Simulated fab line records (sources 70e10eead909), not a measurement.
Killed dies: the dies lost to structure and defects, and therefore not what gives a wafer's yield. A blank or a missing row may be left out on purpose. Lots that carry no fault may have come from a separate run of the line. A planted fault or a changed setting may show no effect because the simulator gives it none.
The tool behind it: which one? + flow nandHarc + Sampling: 12 lots, 36 wafers, 5 of 1302 route steps

## WHAT THE GAUGES READ, wafer by wafer
NHARC_P_ZERO_WELL_CD_MEAS_11 targets a cd of 500 nm. Usual: 499.2 nm for cdNm, sd 2.3.
| lot  | measured     | on       | cdNm (nm)         | flag |
|------|--------------|----------|-------------------|------|
| L773 | day 1 21:14  | cdSem-01 | 498.3 495.3 498.2 |      |
| L774 | day 2 07:14  | cdSem-01 | 500.3 502.1 501.3 |      |
| L779 | day 4 09:07  | cdSem-03 | 502.0 500.9 503.2 |      |
| L784 | day 6 11:07  | cdSem-03 | 498.8 499.1 501.4 |      |
| L785 | day 6 21:19  | cdSem-02 | 495.9 498.8 499.1 |      |
| L787 | day 7 17:07  | cdSem-03 | 497.7 496.5 498.2 |      |
| L791 | day 9 09:08  | cdSem-01 | 500.7 497.1 500.8 |      |
| L792 | day 9 19:14  | cdSem-01 | 494.9 496.7 496.1 |      |
| L793 | day 10 05:15 | cdSem-02 | 495.5 498.0 498.8 |      |
| L794 | day 10 15:25 | cdSem-03 | 496.1 497.4 497.3 |      |
| L795 | day 11 01:20 | cdSem-01 | 500.6 499.9 501.5 |      |
| L796 | day 11 11:07 | cdSem-02 | 498.9 501.3 501.8 |      |

NHARC_P_ZERO_WELL_CD_MEAS_24 targets a cd of 720 nm. Usual: 719.3 nm for cdNm, sd 1.7.
| lot  | measured     | on       | cdNm (nm)         | flag |
|------|--------------|----------|-------------------|------|
| L773 | day 1 22:28  | cdSem-02 | 717.4 722.1 718.2 |      |
| L774 | day 2 08:46  | cdSem-03 | 720.5 719.2 718.6 |      |
| L779 | day 4 10:37  | cdSem-03 | 718.3 721.8 721.0 |      |
| L784 | day 6 12:46  | cdSem-02 | 708.6 710.3 709.5 | OFF  |
| L785 | day 6 22:39  | cdSem-01 | 708.3 709.1 709.2 | OFF  |
| L787 | day 7 18:28  | cdSem-01 | 719.7 720.1 715.0 |      |
| L791 | day 9 11:32  | cdSem-01 | 718.7 720.5 718.3 |      |
| L792 | day 9 20:47  | cdSem-03 | 716.6 720.9 719.0 |      |
| L793 | day 10 06:35 | cdSem-02 | 716.8 718.6 717.2 |      |
| L794 | day 10 16:48 | cdSem-03 | 722.4 718.5 720.6 |      |
| L795 | day 11 02:43 | cdSem-02 | 717.8 721.8 718.2 |      |
| L796 | day 11 12:37 | cdSem-02 | 717.1 716.6 719.1 |      |

NHARC_P_STI_INSPECT_11. Usual: 5.2 for rawDefectCount, sd 2.7.
| lot  | measured     | on               | rawDefectCount | flag |
|------|--------------|------------------|----------------|------|
| L773 | day 3 02:22  | defectInspect-02 | 5 2 15         |      |
| L774 | day 3 12:55  | defectInspect-01 | 6 10 9         |      |
| L779 | day 5 07:41  | defectInspect-02 | 4 6 3          |      |
| L784 | day 7 11:37  | defectInspect-01 | 4 5 8          |      |
| L785 | day 7 23:15  | defectInspect-01 | 4 6 1          |      |
| L787 | day 8 14:56  | defectInspect-01 | 12 6 4         |      |
| L791 | day 10 10:04 | defectInspect-02 | 2 5 4          |      |
| L792 | day 10 18:05 | defectInspect-01 | 5 6 3          |      |
| L793 | day 11 05:07 | defectInspect-01 | 5 6 5          |      |
| L794 | day 11 14:17 | defectInspect-02 | 7 6 2          |      |
| L795 | day 12 01:28 | defectInspect-02 | 7 7 6          |      |
| L796 | day 12 09:14 | defectInspect-02 | 4 3 4          |      |

## WHICH TOOL RAN EACH LOT (tool, then ch and the chambers of the sampled wafers, then the start)
| lot  | NHARC_P_ZERO_WELL_ETCH_65         | NHARC_P_ZERO_WELL_PEB_22         |
|------|-----------------------------------|----------------------------------|
| L773 | rieDiel-02 ch 1,2,3, day 1 21:29  | lithoTrack-02 ch 0, day 1 22:22  |
| L774 | rieDiel-02 ch 0,2,3, day 2 07:34  | lithoTrack-07 ch 0, day 2 08:41  |
| L779 | rieDiel-02 ch 0,2,3, day 4 09:34  | lithoTrack-02 ch 0, day 4 10:32  |
| L784 | rieDiel-11 ch 1,2, day 6 11:22    | lithoTrack-02 ch 0, day 6 12:40  |
| L785 | rieDiel-02 ch 0,1, day 6 21:33    | lithoTrack-02 ch 0, day 6 22:34  |
| L787 | rieDiel-03 ch 0,1, day 7 17:22    | lithoTrack-07 ch 0, day 7 18:22  |
| L791 | rieDiel-03 ch 1,2,3, day 9 10:07  | lithoTrack-05 ch 0, day 9 11:27  |
| L792 | rieDiel-02 ch 0,1,3, day 9 19:29  | lithoTrack-02 ch 0, day 9 20:41  |
| L793 | rieDiel-03 ch 0,3, day 10 05:29   | lithoTrack-02 ch 0, day 10 06:29 |
| L794 | rieDiel-11 ch 0,2,3, day 10 15:39 | lithoTrack-05 ch 0, day 10 16:43 |
| L795 | rieDiel-02 ch 0,1,2, day 11 01:36 | lithoTrack-02 ch 0, day 11 02:37 |
| L796 | rieDiel-03 ch 0,2,3, day 11 11:28 | lithoTrack-05 ch 0, day 11 12:31 |
- NHARC_P_ZERO_WELL_ETCH_65: etches the open film in N2/H2, target depth 80 nm, overetch 24 nm, time 87.88 s.
- NHARC_P_ZERO_WELL_PEB_22: peb time 85 s.

## WHAT THE TOOLS THEMSELVES READ (means of the sampled wafers that have a number; where no wafer has one, the mark that the record gives instead)
NHARC_P_ZERO_WELL_ETCH_65. Usual: biasW 150.0 W, standard deviation 0.45; drypumpMotorCurrentA 6.0 A, standard deviation 0.39; oesProductAu 1.000 a.u., standard deviation 0.0093; rfVppV 429.4 V, standard deviation 2.7; showerheadPlenumPTorr 2.00 Torr, standard deviation 0.089; throttleValvePct 14.172 %, standard deviation 0.0089.
| lot  | tool       | biasW (W) | drypumpMotorCurrentA (A) | oesProductAu (a.u.) | rfVppV (V) | showerheadPlenumPTorr (Torr) | throttleValvePct (%) | flag |
|------|------------|-----------|--------------------------|---------------------|------------|------------------------------|----------------------|------|
| L773 | rieDiel-02 | 150.0     | 5.7                      | 0.992               | 429.4      | 2.02                         | 14.174               |      |
| L774 | rieDiel-02 | 150.2     | 5.7                      | 0.996               | 429.7      | 1.99                         | 14.167               |      |
| L779 | rieDiel-02 | 150.4     | 5.6                      | 0.995               | 429.0      | 1.99                         | 14.168               |      |
| L784 | rieDiel-11 | 149.6     | 5.6                      | 1.010               | 428.8      | 2.01                         | 14.170               |      |
| L785 | rieDiel-02 | 150.4     | 5.7                      | 0.986               | 432.4      | 2.09                         | 14.165               |      |
| L787 | rieDiel-03 | 150.3     | 6.1                      | 1.001               | 427.5      | 1.96                         | 14.166               |      |
| L791 | rieDiel-03 | 149.9     | 6.3                      | 0.999               | 428.1      | 1.95                         | 14.164               |      |
| L792 | rieDiel-02 | 149.8     | 5.7                      | 0.999               | 431.1      | 2.03                         | 14.173               |      |
| L793 | rieDiel-03 | 150.0     | 6.3                      | 1.005               | 429.2      | 2.00                         | 14.182               |      |
| L794 | rieDiel-11 | 150.5     | 6.0                      | 1.014               | 428.6      | 1.96                         | 14.171               |      |
| L795 | rieDiel-02 | 150.0     | 5.6                      | 0.994               | 431.9      | 2.07                         | 14.176               |      |
| L796 | rieDiel-03 | 149.8     | 6.4                      | 0.991               | 427.7      | 1.95                         | 14.185               |      |

NHARC_P_ZERO_WELL_PEB_22. Usual: chillPlateTempC 23.03 C, standard deviation 0.099; heaterPowerTotalW 163.93 W, standard deviation 0.27; plateTempC 117.99 C, standard deviation 0.13.
| lot  | tool          | chillPlateTempC (C) | heaterPowerTotalW (W) | plateTempC (C) | flag |
|------|---------------|---------------------|-----------------------|----------------|------|
| L773 | lithoTrack-02 | 23.00               | 163.92                | 118.02         |      |
| L774 | lithoTrack-07 | 23.13               | 163.82                | 117.96         |      |
| L779 | lithoTrack-02 | 23.08               | 163.82                | 118.05         |      |
| L784 | lithoTrack-02 | 23.07               | 156.24                | 113.70         | OFF  |
| L785 | lithoTrack-02 | 23.08               | 156.31                | 113.90         | OFF  |
| L787 | lithoTrack-07 | 23.00               | 163.95                | 117.99         |      |
| L791 | lithoTrack-05 | 23.11               | 164.12                | 117.98         |      |
| L792 | lithoTrack-02 | 23.14               | 164.15                | 118.07         |      |
| L793 | lithoTrack-02 | 22.88               | 163.72                | 118.01         |      |
| L794 | lithoTrack-05 | 22.92               | 163.79                | 118.02         |      |
| L795 | lithoTrack-02 | 22.91               | 163.92                | 117.95         |      |
| L796 | lithoTrack-05 | 23.18               | 163.93                | 117.94         |      |

## THE ANSWER, worked out from the rows above alone
Rule: take the mean of a lot's wafers that have a number; if it is more than 3 standard deviations from the usual mean, the lot is off. A lot without any number at a reading at which 4 lots or more have one is off too. The other lots that the step has rows for count as sound. The gauges are gone through in route order, then the tools' own readings, and for those a lot's mean is taken as printed above. At the first step where some lot is off, the reading lying furthest off is the one used; lots without a number count as furthest.
Off at NHARC_P_ZERO_WELL_CD_MEAS_24 (cdNm): L784, L785.
A tool fits if, at a process step before that reading, it ran every lot that is off, and no sound lot after the first of them. Not tried: the gauges at NHARC_P_ZERO_WELL_CD_MEAS_24; whatever is off there is also off at NHARC_P_ZERO_WELL_PEB_22, on other tools, and gauge error can't account for it. Of those tried, none fits.

## WHAT THE SIMULATOR PUT IN
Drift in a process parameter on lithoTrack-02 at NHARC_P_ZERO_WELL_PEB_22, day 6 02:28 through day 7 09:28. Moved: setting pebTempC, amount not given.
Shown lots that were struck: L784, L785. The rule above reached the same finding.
